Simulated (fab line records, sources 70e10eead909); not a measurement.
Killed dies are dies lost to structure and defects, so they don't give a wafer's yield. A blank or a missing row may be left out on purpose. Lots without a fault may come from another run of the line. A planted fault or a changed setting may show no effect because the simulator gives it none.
Chamber matching | flow nand_harc | NHARC_A_STAIRCASE_DEP_322 on pecvd-02: 3 sister chambers
The step deposits SiO2, target thk 3800 nm. 6 wafers are shown with their chamber, then 9 later ones without.

WAFERS WITH THEIR CHAMBER
wafer  | chamber | heater_power_w (W)
L088.1 | 2       | 890
L088.4 | 1       | 557
L088.6 | 0       | 584
L093.1 | 1       | 637
L093.2 | 0       | 733
L093.6 | 2       | 773

WAFERS WITHOUT THEIR CHAMBER
wafer  | heater_power_w (W)
L094.1 | 559
L094.4 | 755
L094.5 | 544
L096.2 | 927
L096.3 | 683
L096.4 | 544
L097.1 | 703
L097.2 | 721
L097.4 | 770

WHICH CHAMBER EACH WENT THROUGH
wafer  | from the rows above          | in truth
L094.1 | can't be placed: 1 or 0      | 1
L094.4 | can't be placed: 2 or 0 or 1 | 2
L094.5 | can't be placed: 1 or 0      | 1
L096.2 | 2                            | 2
L096.3 | can't be placed: 0 or 1 or 2 | 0
L096.4 | can't be placed: 1 or 0      | 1
L097.1 | can't be placed: 0 or 1 or 2 | 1
L097.2 | can't be placed: 0 or 2 or 1 | 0
L097.4 | can't be placed: 2 or 0 or 1 | 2
Placed correctly: 1 of 9. Can't be placed from these rows: 8 (the true chamber is among the candidates in 8). Placed wrongly: 0.
How it was worked out, from the rows above alone: a wafer's distance from a chamber is the root of the sum, over the readings, of the square of ((its reading less the chamber's mean) divided by the reading's scatter). The wafer belongs to the nearest chamber; if the next one is less than 2 further off, it can't be placed. A chamber's mean is the mean of its shown wafers. The scatter: the root of (the sum of the squares of (reading less its chamber's mean) over the shown wafers, divided by (wafers less chambers)).
